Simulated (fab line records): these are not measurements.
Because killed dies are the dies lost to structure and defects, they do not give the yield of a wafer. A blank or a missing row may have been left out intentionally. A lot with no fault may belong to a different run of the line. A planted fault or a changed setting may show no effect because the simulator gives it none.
fab line records	flow n5_finfet
record lots=7	wafers=39
route steps=1938 shown PMOS_HMC_CHANNEL_EPI@78 FIN_SAQP@94 STI_FIN_REVEAL@190 DUMMY_GATE@237 SD_EPI_N@279 SD_EPI_P@310 MOL_CONTACT_COAG@562 PASSIVATION@1936
start_h: start of the lot's first displayed wafer, in hours after the record's first day	wait_h: how many hours have passed since the lot's step before this one	" repeats the value in the row above	L1.1+2: several wafers, shown together as one row	- no value present, or no start provided	* or withheld: withheld	< > ~ a bound
route shown NAME@n: NAME is a module with steps in the file, n the number in the route of the first one	usual: mean/standard deviation taken from wafers without a fault	same: alike in all rows	chamber/n: place in a boat	sites: each site's reading	_std_site: how widely they spread, as a standard deviation	_edge_site: inner sites' mean taken away from outer sites' mean	radius_mm: for every site, how far away it sits from the centre of the wafer	mask NAME#n: copy n	behind: the most recent tool/chamber to have shaped the wafer	hold: the reason the lot was held/the length of the hold in hours/how it ended	device: which transistor (n, p or np) failed to switch	end of line: the same wafers' tests at the end of the route	step lacking rows: just its recipe	killed: dies lost to structure and defects at the first sort, not the wafer's yield	map: a wafer's dies, x killed, . not, _ none there
set.NAME: the setting the step ran with; set.NAME@STEP: the setting that earlier step ran with	model.NAME: the simulator's own value behind a step, which no gauge read
lots run with intentionally changed settings; tables by step, rows by wafer
## steps
# step N5_PMOS_HMC_CHANNEL_EPI_EPI_20
# recipe material=SiGe30	mask_material=SiO2	pressure_torr=20	target_thk_a=590	temp_c=600
# step N5_FIN_SAQP_ALD_61
# recipe material=SiO2	target_thk_a=40	temp_c=300	ald_precursor_family=BDEAS	ald_co_reactant=O2-plasma	pulse_time_s=1	purge_time_s=2	co_reactant_purge_time_s=2	ald_cycles=43	pressure_torr=2
# step N5_STI_FIN_REVEAL_ETCHBACK_08
# recipe chemistry=C4F6/O2	target=SiO2	target_depth_a=305	time_s=10.167	ion_energy_ev=250	pressure_mtorr=30	source_w=345	bias_w=185	Ar_flow_sccm=300	C4F6_flow_sccm=10	O2_flow_sccm=10
# step N5_DUMMY_GATE_ETCH_37
# recipe chemistry=N2/H2	target=SOC	target_depth_a=600	overetch_a=300	temp_c=40	ion_energy_ev=200	pressure_mtorr=30	source_w=840	bias_w=150	n2_flow_sccm=200	h2_flow_sccm=200
# step N5_DUMMY_GATE_ETCH_32
# recipe chemistry=CF4	target=SiO2	target_depth_a=35	time_s=3.9	ion_energy_ev=350	pressure_mtorr=10	icp_w=800	bias_w=400	cf4_flow_sccm=80
# step N5_SD_EPI_N_ETCH_16
# recipe chemistry=CHF3/O2	target=SiO2	target_depth_a=50	mask_material=SOC	pressure_mtorr=30	source_w=650	bias_w=170	Ar_flow_sccm=200	CHF3_flow_sccm=50	O2_flow_sccm=5	ion_energy_ev=200
# step N5_SD_EPI_P_ETCHBACK_46
# recipe chemistry=CH3F/O2	mode=anisotropic_etchback	target=SiNx	target_depth_a=175	stop_on=SiO2	over_etch_frac=0.3	ion_energy_ev=120	pressure_mtorr=30	source_w=395	bias_w=73	Ar_flow_sccm=150	CH3F_flow_sccm=30	O2_flow_sccm=20
# step N5_SD_EPI_P_EPI_21
# recipe material=SiGe:B	dopant=B	temp_c=550	pressure_torr=20	ambient=H2	time_s=355
# step N5_MOL_CONTACT_COAG_ALD_123
# recipe material=SiNx	target_thk_a=50	temp_c=400	ald_precursor_family=SiH2I2	ald_co_reactant=N2/H2-plasma	pulse_time_s=1	purge_time_s=2	co_reactant_purge_time_s=2	ald_cycles=100	pressure_torr=2
# step N5_MOL_CONTACT_COAG_EXPOSE_81
# recipe mask_id=VG	na=0.33	source_shape=annular	sigma_inner=0.3	sigma_outer=0.7	polarization=unpolarized	defocus_nm=0	dose_mj=59.5
# step N5_PASSIVATION_PROBE_49
# usual defect_limited_yield=91.1/1.3	killed_dies=105/15	sort_bin_5_function=5.3/0.81	sort_n_pass=1075/15
lot.wafer	tool	chamber	start_h	wait_h	set.temp_c@PMOS_HMC_CHANNEL_EPI_EPI_20	set.ald_cycles@FIN_SAQP_ALD_61	set.time_s@STI_FIN_REVEAL_ETCHBACK_08	set.source_w@DUMMY_GATE_ETCH_37	set.time_s@DUMMY_GATE_ETCH_32	set.target_depth_a@SD_EPI_N_ETCH_16	set.over_etch_frac@SD_EPI_P_ETCHBACK_46	set.temp_c@SD_EPI_P_EPI_21	set.temp_c@MOL_CONTACT_COAG_ALD_123	set.dose_mj@MOL_CONTACT_COAG_EXPOSE_81	defect_limited_yield[%]	killed_dies	sort_bin_5_function[%]	sort_n_pass
L074.1	prober-02	-	267.79	0.0	595.4	40	10.167	840	3.395	43.82	0.3	547.2	400	61.11	91.3	103	5.2	1077
L074.2	prober-02	-	267.84	0.1	600	40	10.167	782.2	3.395	50	0.2795	547.2	382.7	61.11	89.7	121	6.0	1059
L074.3	prober-02	-	267.89	0.1	600	43	10.167	782.2	3.9	43.82	0.2795	547.2	400	59.5	93.4	78	4.5	1102
L074.4	prober-02	-	267.94	0.2	595.4	43	9.615	782.2	3.395	50	0.3	550	382.7	59.5	91.7	98	4.4	1082
L074.5	prober-02	-	267.99	0.2	600	43	9.615	840	3.9	43.82	0.2795	550	382.7	61.11	93.2	80	3.4	1100
L074.6	prober-02	-	268.04	0.3	595.4	40	9.615	840	3.9	50	0.3	550	400	59.5	92.5	89	4.5	1091
L076.1	prober-02	-	275.46	0.0	600	43	10.167	919.6	3.9	50	0.3	548.9	393	59.5	91.2	104	4.9	1076
L076.2	prober-02	-	275.51	0.1	600	43	10.167	919.6	4.342	50	0.3	550	393	59.5	91.7	98	5.8	1082
L076.3	prober-02	-	275.56	0.1	600	45	10.56	919.6	4.342	50	0.2844	548.9	400	59.5	93.5	77	3.4	1103
L076.4	prober-02	-	275.61	0.2	600	43	10.56	840	4.342	50	0.2844	548.9	400	59.5	93.6	75	4.0	1105
L076.5	prober-02	-	275.66	0.2	600	45	10.56	840	3.9	50	0.3	550	400	59.5	91.9	95	5.3	1085
L076.6	prober-02	-	275.71	0.3	600	45	10.167	840	3.9	50	0.2844	550	393	59.5	91.4	101	5.4	1079
L078.1	prober-01	-	279.32	0.0	604.2	43	10.167	840	3.9	50	0.2901	550	415.8	59.5	90.8	109	5.0	1071
L078.2	prober-01	-	279.37	0.1	600	43	10.167	840	3.05	50	0.3	550	400	63.98	92.6	87	4.7	1093
L078.3	prober-01	-	279.42	0.1	600	40	10.167	840	3.05	50	0.2901	550	415.8	63.98	92.8	85	4.3	1095
L078.4	prober-01	-	279.47	0.2	600	43	10.167	840	3.9	44.83	0.3	550	400	63.98	92.3	91	4.2	1089
L078.5	prober-01	-	279.52	0.2	604.2	40	10.167	840	3.9	44.83	0.3	550	415.8	59.5	90.6	111	6.3	1069
L078.6	prober-01	-	279.57	0.3	604.2	40	10.167	840	3.05	44.83	0.2901	550	400	59.5	92.2	92	5.3	1088
L081.1	prober-01	-	336.50	0.0	600	43	9.595	697.8	3.352	47.56	0.3179	550	407.4	55.33	76.4	279	13.5	900
L081.2	prober-01	-	336.55	0.1	600	43	10.167	840	3.352	50	0.3179	550	407.4	59.5	90.5	112	5.9	1068
L081.3	prober-01	-	336.60	0.1	600	43	10.167	840	3.352	50	0.3	552.9	400	55.33	76.8	274	13.6	906
L081.4	prober-01	-	336.65	0.2	600	43	9.595	840	3.9	47.56	0.3179	552.9	400	59.5	90.0	118	5.9	1030
L081.5	prober-01	-	336.70	0.2	600	43	10.167	697.8	3.9	47.56	0.3	552.9	407.4	55.33	76.9	272	13.6	908
L081.6	prober-01	-	336.75	0.3	600	43	9.595	697.8	3.9	50	0.3	550	400	59.5	90.8	109	4.8	1070
L095.1	prober-01	-	391.90	0.0	600	47	10.64	699	3.457	50	0.3	550	400	55.88	83.8	191	8.2	989
L095.2	prober-01	-	391.95	0.1	602.7	43	10.167	699	3.457	54.94	0.3	547.4	414.1	55.88	82.2	210	10.3	970
L095.3	prober-01	-	392.00	0.1	602.7	43	10.64	840	3.9	54.94	0.324	547.4	414.1	59.5	90.8	108	5.3	1072
L095.4	prober-01	-	392.05	0.2	602.7	47	10.167	840	3.9	50	0.3	550	414.1	59.5	91.1	105	5.8	1075
L095.5	prober-01	-	392.10	0.2	600	43	10.167	699	3.9	50	0.324	547.4	400	55.88	86.4	161	8.4	1019
L095.6	prober-01	-	392.15	0.3	600	47	10.64	840	3.457	54.94	0.324	550	400	59.5	91.2	104	5.3	1076
L094.1	prober-02	-	392.59	0.0	600	39	10.167	840	3.9	50	0.3	554.2	400	59.5	91.9	95	5.1	1085
L094.2	prober-02	-	392.64	0.1	600	43	10.167	798.6	3.9	50	0.308	554.2	413.6	59.5	91.8	97	5.2	1083
L094.3	prober-02	-	392.69	0.1	600	39	10.167	798.6	4.282	50	0.308	554.2	413.6	55.19	77.1	270	13.7	910
L094.4	prober-02	-	392.74	0.2	600	39	10.167	798.6	3.9	50	0.3	550	400	55.19	77.8	262	13.4	918
L094.5	prober-02	-	392.79	0.2	600	43	10.167	840	4.282	50	0.3	550	413.6	55.19	78.1	258	13.5	922
L094.6	prober-02	-	392.84	0.3	600	43	10.167	840	4.282	50	0.308	550	400	59.5	90.6	111	5.8	1069
L096.2	prober-01	-	423.44	0.7	600	43	10.167	840	3.9	50	0.3	550	400	59.5	91.4	101	5.6	1079
L096.4	prober-01	-	423.54	0.8	600	43	10.167	840	3.9	50	0.3	550	400	59.5	92.1	93	5.3	1087
L096.5	prober-01	-	423.59	0.8	600	43	10.167	840	3.9	50	0.3	550	400	59.5	89.7	122	5.9	1058
# killed by level:class
L074.1 BEOL_M3:geometric_particle:open=13 MOL_CONTACT_COAG:geometric_particle:open=11 BEOL_M1:geometric_particle:open=11 FIN_SAQP:geometric_particle:short=7 BEOL_M2:geometric_particle:open=7 BEOL_M8:geometric_particle:open=6 DUMMY_GATE:geometric_particle:open=5 FIN_SAQP:geometric_particle:open=4
L074.2 BEOL_M3:geometric_particle:open=18 MOL_CONTACT_COAG:geometric_particle:open=13 FIN_SAQP:geometric_particle:open=10 STI_FIN_REVEAL:geometric_particle:open=7 FIN_SAQP:geometric_particle:short=6 DUMMY_GATE:geometric_particle:open=5 BEOL_M1:geometric_particle:open=5 BEOL_M3:geometric_particle:short=5
L074.3 BEOL_M3:geometric_particle:open=7 FIN_SAQP:geometric_particle:open=6 MOL_CONTACT_COAG:geometric_particle:open=5 FIN_SAQP:geometric_particle:short=5 BEOL_M8:geometric_particle:open=5 FIN_CUT:geometric_particle:open=4 BEOL_M0_SAQP:geometric_particle:open=4 BEOL_M4:geometric_particle:open=4
L074.4 BEOL_M4:geometric_particle:open=12 STI_FIN_REVEAL:geometric_particle:open=10 HKMG_FIN:area_etch=8 FIN_SAQP:geometric_particle:open=7 BEOL_M3:geometric_particle:open=6 MOL_CONTACT_COAG:geometric_particle:open=5 BEOL_M2:geometric_particle:open=5 STARTING-WAFER:geometric_particle:open=4
L074.5 MOL_CONTACT_COAG:geometric_particle:open=15 FIN_SAQP:geometric_particle:short=8 DUMMY_GATE:geometric_particle:open=7 BEOL_M0_SAQP:geometric_particle:short=6 BEOL_M1:geometric_particle:open=6 BEOL_M0_SAQP:geometric_particle:open=5 BEOL_M4:geometric_particle:open=4 STI_FIN_REVEAL:geometric_particle:open=3
L074.6 MOL_CONTACT_COAG:geometric_particle:open=15 BEOL_M3:geometric_particle:open=9 FIN_SAQP:geometric_particle:short=8 BEOL_M0_SAQP:geometric_particle:short=7 BEOL_M0_SAQP:geometric_particle:open=5 HKMG_FIN:area_etch=5 FIN_SAQP:geometric_particle:open=4 BEOL_M4:geometric_particle:open=4
L076.1 BEOL_M2:geometric_particle:open=14 MOL_CONTACT_COAG:geometric_particle:open=12 BEOL_M0_SAQP:geometric_particle:short=9 BEOL_M0_SAQP:geometric_particle:open=8 BEOL_M3:geometric_particle:open=6 BEOL_M0:geometric_particle:open=6 FIN_SAQP:geometric_particle:short=5 BEOL_M4:geometric_particle:short=4
L076.2 FIN_SAQP:geometric_particle:open=10 STI_FIN_REVEAL:geometric_particle:open=9 MOL_CONTACT_COAG:geometric_particle:open=9 PASS1_DEP:geometric_particle:open=8 FIN_SAQP:geometric_particle:short=6 BEOL_M0_SAQP:geometric_particle:short=6 BEOL_M1:geometric_particle:open=5 BEOL_M3:geometric_particle:open=4
L076.3 STI_FIN_REVEAL:geometric_particle:open=10 BEOL_M4:geometric_particle:open=9 FIN_SAQP:geometric_particle:open=8 MOL_CONTACT_COAG:geometric_particle:open=8 FIN_SAQP:geometric_particle:short=7 BEOL_M2:geometric_particle:open=4 DUMMY_GATE:geometric_particle:open=3 BEOL_M3:geometric_particle:open=3
L076.4 STI_FIN_REVEAL:geometric_particle:open=7 BEOL_M0_SAQP:geometric_particle:open=7 BEOL_M0_SAQP:geometric_particle:short=7 FIN_SAQP:geometric_particle:open=6 BEOL_M1:geometric_particle:open=5 FIN_SAQP:geometric_particle:short=4 STARTING-WAFER:geometric_particle:short=4 GATE_CUT:geometric_particle:short=3
L076.5 MOL_CONTACT_COAG:geometric_particle:open=11 STI_FIN_REVEAL:geometric_particle:open=9 BEOL_M1:geometric_particle:open=9 BEOL_M4:geometric_particle:open=8 FIN_SAQP:geometric_particle:short=6 GATE_CUT:geometric_particle:open=5 BEOL_M0_SAQP:geometric_particle:short=5 MOL_CONTACT_COAG:geometric_particle:short=4
L076.6 STI_FIN_REVEAL:geometric_particle:open=16 BEOL_M0_SAQP:geometric_particle:short=9 BEOL_M3:geometric_particle:open=7 STI_FIN_REVEAL:geometric_particle:short=7 BEOL_M1:geometric_particle:open=7 BEOL_M2:geometric_particle:open=7 FIN_SAQP:geometric_particle:open=5 MOL_CONTACT_COAG:geometric_particle:open=5
L078.1 MOL_CONTACT_COAG:geometric_particle:open=13 GATE_CUT:geometric_particle:short=11 FIN_SAQP:geometric_particle:open=8 BEOL_M4:geometric_particle:open=8 STI_FIN_REVEAL:geometric_particle:open=7 BEOL_M1:geometric_particle:open=6 BEOL_M0_SAQP:geometric_particle:short=5 DUMMY_GATE:geometric_particle:open=4
L078.2 MOL_CONTACT_COAG:geometric_particle:open=17 STI_FIN_REVEAL:geometric_particle:open=7 BEOL_M4:geometric_particle:open=6 GATE_CUT:geometric_particle:open=5 BEOL_M0:geometric_particle:open=5 BEOL_M2:geometric_particle:open=5 FIN_SAQP:geometric_particle:open=4 GATE_CUT:geometric_particle:short=4
L078.3 MOL_CONTACT_COAG:geometric_particle:open=23 DUMMY_GATE:geometric_particle:open=9 BEOL_M4:geometric_particle:open=8 GATE_CUT:geometric_particle:short=5 BEOL_M2:geometric_particle:open=4 BEOL_M1:geometric_particle:open=4 DUMMY_GATE:geometric_particle:short=3 BEOL_M0:geometric_particle:open=3
L078.4 MOL_CONTACT_COAG:geometric_particle:open=12 GATE_CUT:geometric_particle:open=6 BEOL_M4:geometric_particle:open=6 BEOL_M1:geometric_particle:open=5 STI_FIN_REVEAL:geometric_particle:short=4 STI_FIN_REVEAL:geometric_particle:open=4 STARTING-WAFER:geometric_particle:short=4 BEOL_M5:geometric_particle:open=4
L078.5 BEOL_M2:geometric_particle:open=16 MOL_CONTACT_COAG:geometric_particle:open=10 MOL_CONTACT_COAG:geometric_particle:short=9 BEOL_M0_SAQP:geometric_particle:short=9 BEOL_M0:geometric_particle:open=8 BEOL_M0_SAQP:geometric_particle:open=6 GATE_CUT:geometric_particle:short=5 BEOL_M5:geometric_particle:open=5
L078.6 BEOL_M0_SAQP:geometric_particle:open=9 BEOL_M0_SAQP:geometric_particle:short=7 BEOL_M4:geometric_particle:open=7 STI_FIN_REVEAL:geometric_particle:open=6 DUMMY_GATE:geometric_particle:open=6 GATE_CUT:geometric_particle:short=6 FIN_SAQP:geometric_particle:open=5 MOL_CONTACT_COAG:geometric_particle:open=5
L081.1 MOL_CONTACT_COAG:area_expose=167 FIN_SAQP:geometric_particle:open=10 MOL_CONTACT_COAG:geometric_particle:open=8 FIN_SAQP:geometric_particle:short=7 GATE_CUT:geometric_particle:short=7 BEOL_M0_SAQP:geometric_particle:short=7 BEOL_M1:geometric_particle:open=7 BEOL_M3:geometric_particle:open=7
L081.2 MOL_CONTACT_COAG:geometric_particle:open=21 FIN_SAQP:geometric_particle:open=11 BEOL_M3:geometric_particle:open=11 BEOL_M4:geometric_particle:open=10 BEOL_M0_SAQP:geometric_particle:open=7 FIN_SAQP:geometric_particle:short=6 DUMMY_GATE:geometric_particle:open=6 STI_FIN_REVEAL:geometric_particle:open=4
L081.3 MOL_CONTACT_COAG:area_expose=148 FIN_SAQP:geometric_particle:short=18 MOL_CONTACT_COAG:geometric_particle:open=17 FIN_SAQP:geometric_particle:open=8 BEOL_M0_SAQP:geometric_particle:short=8 BEOL_M3:geometric_particle:open=7 STI_FIN_REVEAL:geometric_particle:open=6 BEOL_M1:geometric_particle:open=6
L081.4 FIN_SAQP:geometric_particle:short=18 STI_FIN_REVEAL:geometric_particle:open=10 FIN_SAQP:geometric_particle:open=9 DUMMY_GATE:geometric_particle:open=7 MOL_CONTACT_COAG:geometric_particle:open=7 BEOL_M2:geometric_particle:open=7 BEOL_M4:geometric_particle:open=7 BEOL_M0_SAQP:geometric_particle:short=6
L081.5 MOL_CONTACT_COAG:area_expose=159 MOL_CONTACT_COAG:geometric_particle:open=25 FIN_SAQP:geometric_particle:open=9 MOL_CONTACT_COAG:geometric_particle:short=7 BEOL_M0_SAQP:geometric_particle:open=7 BEOL_M1:geometric_particle:open=6 BEOL_M0_SAQP:geometric_particle:short=6 FIN_SAQP:geometric_particle:short=5
L081.6 MOL_CONTACT_COAG:geometric_particle:open=23 BEOL_M0_SAQP:geometric_particle:short=10 BEOL_M0_SAQP:geometric_particle:open=9 STI_FIN_REVEAL:geometric_particle:open=7 BEOL_M3:geometric_particle:open=7 BEOL_M1:geometric_particle:open=5 BEOL_M2:geometric_particle:open=5 BEOL_M4:geometric_particle:open=5
L095.1 MOL_CONTACT_COAG:area_expose=70 BEOL_M0_SAQP:geometric_particle:open=11 BEOL_M4:geometric_particle:open=10 STI_FIN_REVEAL:geometric_particle:open=9 FIN_SAQP:geometric_particle:short=6 FIN_SAQP:geometric_particle:open=6 MOL_CONTACT_COAG:geometric_particle:open=6 BEOL_M3:geometric_particle:open=6
L095.2 MOL_CONTACT_COAG:area_expose=83 MOL_CONTACT_COAG:geometric_particle:open=22 BEOL_M0_SAQP:geometric_particle:short=12 BEOL_M0_SAQP:geometric_particle:open=11 FIN_SAQP:geometric_particle:open=9 STI_FIN_REVEAL:geometric_particle:open=8 BEOL_M4:geometric_particle:open=8 BEOL_M5:geometric_particle:open=5
L095.3 FIN_SAQP:geometric_particle:open=12 BEOL_M0_SAQP:geometric_particle:short=10 FIN_SAQP:geometric_particle:short=9 BEOL_M2:geometric_particle:open=9 BEOL_M0_SAQP:geometric_particle:open=8 MOL_CONTACT_COAG:geometric_particle:open=7 BEOL_M4:geometric_particle:open=6 STI_FIN_REVEAL:geometric_particle:open=4
L095.4 BEOL_M0_SAQP:geometric_particle:open=14 BEOL_M0_SAQP:geometric_particle:short=8 BEOL_M4:geometric_particle:open=8 MOL_CONTACT_COAG:geometric_particle:open=7 BEOL_M1:geometric_particle:open=6 BEOL_M3:geometric_particle:open=5 FIN_SAQP:geometric_particle:open=4 GATE_CUT:geometric_particle:short=4
L095.5 MOL_CONTACT_COAG:area_expose=73 MOL_CONTACT_COAG:geometric_particle:open=9 BEOL_M4:geometric_particle:open=8 FIN_SAQP:geometric_particle:open=6 STI_FIN_REVEAL:geometric_particle:open=5 MIM_TOP_ETCH:geometric_particle:short=5 MIM_TOP_ETCH:geometric_particle:open=5 FIN_SAQP:geometric_particle:short=4
L095.6 BEOL_M0_SAQP:geometric_particle:short=15 STI_FIN_REVEAL:geometric_particle:open=12 BEOL_M2:geometric_particle:open=10 BEOL_M0_SAQP:geometric_particle:open=9 FIN_SAQP:geometric_particle:open=8 BEOL_M4:geometric_particle:open=7 MIM_TOP_ETCH:geometric_particle:short=4 BEOL_M5:geometric_particle:open=4
L094.1 STI_FIN_REVEAL:geometric_particle:open=11 MOL_CONTACT_COAG:geometric_particle:open=10 FIN_SAQP:geometric_particle:open=9 BEOL_M0_SAQP:geometric_particle:open=9 BEOL_M3:geometric_particle:open=7 GATE_CUT:geometric_particle:open=4 MOL_CONTACT_COAG:geometric_particle:short=4 BEOL_M5:geometric_particle:open=4
L094.2 STI_FIN_REVEAL:geometric_particle:open=10 BEOL_M3:geometric_particle:open=10 BEOL_M0_SAQP:geometric_particle:open=9 MOL_CONTACT_COAG:geometric_particle:open=7 BEOL_M0_SAQP:geometric_particle:short=7 FIN_SAQP:geometric_particle:open=4 STI_FIN_REVEAL:geometric_particle:short=4 GATE_CUT:geometric_particle:short=4
L094.3 MOL_CONTACT_COAG:area_expose=176 BEOL_M0_SAQP:geometric_particle:short=15 MOL_CONTACT_COAG:geometric_particle:open=12 MOL_CONTACT_COAG:geometric_particle:short=5 BEOL_M0_SAQP:geometric_particle:open=5 BEOL_M3:geometric_particle:open=5 FIN_SAQP:geometric_particle:open=4 STI_FIN_REVEAL:geometric_particle:open=4
L094.4 MOL_CONTACT_COAG:area_expose=156 MOL_CONTACT_COAG:geometric_particle:open=21 STI_FIN_REVEAL:geometric_particle:open=16 BEOL_M0_SAQP:geometric_particle:short=9 DUMMY_GATE:geometric_particle:open=6 BEOL_M0_SAQP:geometric_particle:open=6 FIN_SAQP:geometric_particle:short=5 BEOL_M1:geometric_particle:open=5
L094.5 MOL_CONTACT_COAG:area_expose=162 BEOL_M0_SAQP:geometric_particle:short=13 MOL_CONTACT_COAG:geometric_particle:open=11 BEOL_M0_SAQP:geometric_particle:open=9 DUMMY_GATE:geometric_particle:open=7 STI_FIN_REVEAL:geometric_particle:open=6 FIN_SAQP:geometric_particle:open=5 BEOL_M3:geometric_particle:open=5
L094.6 DUMMY_GATE:geometric_particle:open=14 BEOL_M0_SAQP:geometric_particle:short=13 MOL_CONTACT_COAG:geometric_particle:open=8 BEOL_M0_SAQP:geometric_particle:open=8 BEOL_M2:geometric_particle:open=8 STI_FIN_REVEAL:geometric_particle:open=7 BEOL_M3:geometric_particle:open=7 MOL_CONTACT_COAG:geometric_particle:short=6
L096.2 BEOL_M0_SAQP:geometric_particle:open=17 BEOL_M0_SAQP:geometric_particle:short=15 FIN_SAQP:geometric_particle:open=9 BEOL_M3:geometric_particle:open=7 MOL_CONTACT_COAG:geometric_particle:open=5 PASS1_CAP:geometric_particle:open=5 FIN_SAQP:geometric_particle:short=4 DUMMY_GATE:geometric_particle:open=4
L096.4 MOL_CONTACT_COAG:geometric_particle:open=14 BEOL_M3:geometric_particle:open=14 STI_FIN_REVEAL:geometric_particle:open=8 BEOL_M0_SAQP:geometric_particle:short=8 BEOL_M0_SAQP:geometric_particle:open=7 GATE_CUT:geometric_particle:short=5 FIN_SAQP:geometric_particle:open=4 ILD0:geometric_particle:open=4
L096.5 MOL_CONTACT_COAG:geometric_particle:open=16 STI_FIN_REVEAL:geometric_particle:open=12 BEOL_M0_SAQP:geometric_particle:open=12 FIN_SAQP:geometric_particle:open=10 BEOL_M0_SAQP:geometric_particle:short=9 BEOL_M3:geometric_particle:open=7 FIN_SAQP:geometric_particle:short=6 MOL_CONTACT_COAG:geometric_particle:short=6
## key
split step=N5_PMOS_HMC_CHANNEL_EPI_EPI_20	setting=temp_c	stated_as=600
response none clear
split step=N5_FIN_SAQP_ALD_61	setting=ald_cycles	stated_as=43
response none clear
split step=N5_STI_FIN_REVEAL_ETCHBACK_08	setting=time_s	stated_as=10.167
response none clear
split step=N5_DUMMY_GATE_ETCH_37	setting=source_w	stated_as=840
response none clear
split step=N5_DUMMY_GATE_ETCH_32	setting=time_s	stated_as=3.9
response none clear
split step=N5_SD_EPI_N_ETCH_16	setting=target_depth_a	stated_as=50
response none clear
split step=N5_SD_EPI_P_ETCHBACK_46	setting=over_etch_frac	stated_as=0.3
response none clear
split step=N5_SD_EPI_P_EPI_21	setting=temp_c	stated_as=550
response none clear
split step=N5_MOL_CONTACT_COAG_ALD_123	setting=temp_c	stated_as=400
response none clear
split step=N5_MOL_CONTACT_COAG_EXPOSE_81	setting=dose_mj	stated_as=59.5
response step=N5_PASSIVATION_PROBE_49	reading=defect_limited_yield	slope=+1.27	per=1%	together_with=all	explained=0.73
response step=N5_PASSIVATION_PROBE_49	reading=killed_dies	slope=-15	per=1%	together_with=all	explained=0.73
response step=N5_PASSIVATION_PROBE_49	reading=sort_bin_5_function	slope=-0.738	per=1%	together_with=all	explained=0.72
response step=N5_PASSIVATION_PROBE_49	reading=sort_n_pass	slope=+14.7	per=1%	together_with=all	explained=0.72
